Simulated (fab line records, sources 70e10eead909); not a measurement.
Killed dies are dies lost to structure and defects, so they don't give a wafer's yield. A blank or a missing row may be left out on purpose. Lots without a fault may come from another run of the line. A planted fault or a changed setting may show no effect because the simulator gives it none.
Which tool did it? | flow nand_harc | 6 lots, 18 wafers sampled, at 1 step of a route of 1302

WHAT THE GAUGES READ, wafer by wafer
NHARC_P_GATE_CD_MEAS_91: target cd 2000 nm.
lot  | measured     | on        | cd_nm (nm)
L473 | day 6 04:20  | cd_sem-02 | 2002.8 1999.0 1999.4
L475 | day 7 01:45  | cd_sem-02 | 2002.9 2002.1 2003.2
L477 | day 7 16:33  | cd_sem-03 | 1997.2 2000.5 2001.1
L490 | day 13 06:25 | cd_sem-03 | 2000.8 2002.5 2002.3
L492 | day 14 06:47 | cd_sem-02 | 2002.3 1999.2 2001.6
L494 | day 15 07:21 | cd_sem-03 | 2002.3 2001.1 2000.5

WHICH TOOL RAN EACH LOT (tool, then ch and the chambers of the sampled wafers, then the start)
The record holds no process step before these readings.

THE ANSWER, worked out from the rows above alone
Rule: what is usual is taken from the lots themselves. Put in order of their means at a reading, lots are off if they are a third of the lots or fewer, leave a main group of 4 or more, and stand apart from it by a gap of 3 or more times the standard deviation of the main group's means; of several such gaps the widest counts. A main group whose means are all the same, to the digits that the tables above print for the reading, isn't used. A lot without any number at a reading at which 4 lots or more have one is off too. The other lots that the step has rows for count as sound.
No lot is off at any reading shown: from this, nothing can be told.

WHAT THE SIMULATOR HAD PUT IN
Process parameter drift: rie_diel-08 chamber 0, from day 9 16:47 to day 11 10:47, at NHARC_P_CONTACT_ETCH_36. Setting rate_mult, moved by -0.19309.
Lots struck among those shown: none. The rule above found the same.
